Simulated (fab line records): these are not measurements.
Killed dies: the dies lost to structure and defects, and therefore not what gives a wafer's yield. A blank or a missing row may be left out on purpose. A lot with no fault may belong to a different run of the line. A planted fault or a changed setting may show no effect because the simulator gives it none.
Problem report in the 8D (eight disciplines) form, filled by code ; flow nand harc ; the parts of the form that need people (team, actions taken, sign-off) are left out

## 1. THE ISSUE
At NHARC_A_BLC_CMP_25, time to endpoint s averages 18.0 s over 3 wafers from 2 lots, while fault-free wafers read 30.2 s, standard deviation 2.8. Relative to the usual mean, that is a shift of -4.3 standard deviations.
The step: polishes, t overpolish 30 s, target thk 150 nm.
Seen first at day 20 15:16 on cmp-04, wafer L338.3. At this step, 18 wafers from 6 lots have a number in the record. Rule for "out", or "out of limits": more than 4 standard deviations from the usual mean. The other wafers with a number count as sound.

## 2. WHAT IT IS AND WHAT IT IS NOT
question;is;is not
which readings at this step;time to endpoint s;motor current A
which lots;L337, L338;L327, L335, L342, L348
which wafers of those lots;L337.2, L338.2, L338.3;L337.4, L337.5, L338.4
read on which tools;cmp-04;cmp-01, cmp-02
when;from day 20 15:16;"up to then (7 sound wafers); but 8 sound wafers of L337, L342, L348 came after"

## 3. THE SUSPECTS, EACH WITH WHAT RULES IT OUT
Counting: a tool at a process step up to the reading stays a suspect if it ran every lot that is out. Sound lots after the first of them don't rule it out here, since some wafers of a struck lot are sound.
- rie diel-08 at NHARC_A_BLC_ETCH_16 (etches the open film in CF4, target depth 39 nm, time 65 s): kept. It ran every lot that is out, first L338 (day 20 12:34).
- rie diel-08 at NHARC_A_BLC_STRIP_29 (strips in CF4): kept. Ran every lot that is out, first one L338 (day 20 13:43); last sound lot up to then L327 (day 18 09:26).
- cmp-04 at NHARC_A_BLC_CMP_25 (polishes, t overpolish 30 s, target thk 150 nm): kept. Ran every lot that is out, first one L338 (day 20 15:16); last sound lot up to then L335 (day 20 09:35). Its own readings are out on those wafers: time to endpoint s.
Still standing after the count: rie diel-08 at NHARC_A_BLC_ETCH_16, rie diel-08 at NHARC_A_BLC_STRIP_29, cmp-04 at NHARC_A_BLC_CMP_25.

## 4. THE CAUSE (what the simulator had put in)
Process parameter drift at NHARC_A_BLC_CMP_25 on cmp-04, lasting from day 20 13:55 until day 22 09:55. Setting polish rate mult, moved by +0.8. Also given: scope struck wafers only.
Counting leaves 3 suspects; this tool is one of them.

## 5. THE CHAIN OF EFFECTS, in route order
Each row: a reading whose mean over the struck wafers that have a number lies more than 3 standard deviations from the usual. Only readings for which the record gives a usual standard deviation are gone through. hours: the time from each lot's start at the first step in this table that gives one to its start at this step, as a median over the lots. sigmas: the change in usual standard deviations.
hours;step;reading;usual;on struck wafers;change;sigmas
0;NHARC_A_BLC_CMP_25;time to endpoint s;30.2 s;18.0;-12.2;-4.3
It contains these process steps:
- NHARC_A_BLC_CMP_25: polishes, t overpolish 30 s, target thk 150 nm.

## 6. WHAT WOULD HAVE CAUGHT IT SOONER
In this record the first reading out of limits was taken at day 20 15:16, 1 hour after the fault began at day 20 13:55.
